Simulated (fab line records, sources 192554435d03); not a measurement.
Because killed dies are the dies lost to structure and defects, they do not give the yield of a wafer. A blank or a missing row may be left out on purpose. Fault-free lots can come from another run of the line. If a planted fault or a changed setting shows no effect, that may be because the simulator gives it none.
Matching of chambers + flow n5Finfet + 4 sister chambers for N5_FIN_SAQP_DESCUM_21 on rieDiel-01
The step chemistry O2, time 7.9 s. 14 wafers are shown with their chamber, then 7 later ones without.

== WAFERS WITH THEIR CHAMBER ==
| wafer  | chamber | showerheadPlenumPTorr (Torr) | throttleValvePct (%) | oesProductAu (a.u.) |
|--------|---------|------------------------------|----------------------|---------------------|
| L074.1 | 1       | 2.02                         | 20.39                | 0.75                |
| L074.2 | 2       | 1.98                         | 20.69                | 0.71                |
| L074.4 | 0       | 2.18                         | 20.39                | 0.94                |
| L076.1 | 2       | 1.97                         | 20.70                | 0.71                |
| L076.2 | 1       | 2.02                         | 20.39                | 0.74                |
| L076.4 | 0       | 2.18                         | 20.38                | 0.91                |
| L077.1 | 3       | 2.15                         | 20.15                | 0.77                |
| L077.2 | 1       | 2.02                         | 20.40                | 0.74                |
| L077.5 | 0       | 2.18                         | 20.40                | 0.91                |
| L078.2 | 1       | 2.02                         | 20.41                | 0.75                |
| L078.3 | 3       | 2.15                         | 20.13                | 0.78                |
| L078.5 | 3       | 2.15                         | 20.16                | 0.77                |
| L080.1 | 1       | 2.02                         | 20.40                | 0.75                |
| L080.2 | 0       | 2.18                         | 20.40                | 0.90                |

SIGNATURES (averages over the wafers above)
| reading               | chamber 0 | chamber 1 | chamber 2 | chamber 3 | scatter within a chamber |
|-----------------------|-----------|-----------|-----------|-----------|--------------------------|
| showerheadPlenumPTorr | 2.1800    | 2.0200    | 1.9750    | 2.1500    | 0.00224                  |
| throttleValvePct      | 20.3925   | 20.3980   | 20.6950   | 20.1467   | 0.0104                   |
| oesProductAu          | 0.9150    | 0.7460    | 0.7100    | 0.7733    | 0.0104                   |
Rule: for each reading, subtract the chamber's mean from the wafer's reading, divide by that reading's scatter and square the result; add these up over the readings and take the root, which gives the wafer's distance from the chamber. If the next closest chamber is less than 2 further off than the closest, the wafer can't be placed; otherwise it belongs to the closest. The scatter is the square root of a quotient: the sum, over the shown wafers, of each reading's squared deviation from its chamber's mean, divided by wafers minus chambers.

== WAFERS MISSING THEIR CHAMBER ==
| wafer  | showerheadPlenumPTorr (Torr) | throttleValvePct (%) | oesProductAu (a.u.) |
|--------|------------------------------|----------------------|---------------------|
| L080.4 | 1.97                         | 20.71                | 0.71                |
| L088.1 | 2.17                         | 20.42                | 0.87                |
| L088.3 | 2.14                         | 20.19                | 0.75                |
| L088.6 | 2.01                         | 20.44                | 0.72                |
| L091.2 | 2.17                         | 20.42                | 0.89                |
| L091.3 | 2.14                         | 20.19                | 0.75                |
| L091.5 | 2.17                         | 20.42                | 0.87                |

== WHICH CHAMBER EACH WENT THROUGH ==
| wafer  | from the rows above | in truth |
|--------|---------------------|----------|
| L080.4 | 2                   | 2        |
| L088.1 | 0                   | 0        |
| L088.3 | 3                   | 3        |
| L088.6 | 1                   | 1        |
| L091.2 | 0                   | 0        |
| L091.3 | 3                   | 3        |
| L091.5 | 0                   | 0        |
7 of 7 placed correctly. Number that these rows cannot place: 0. 0 placed wrongly.
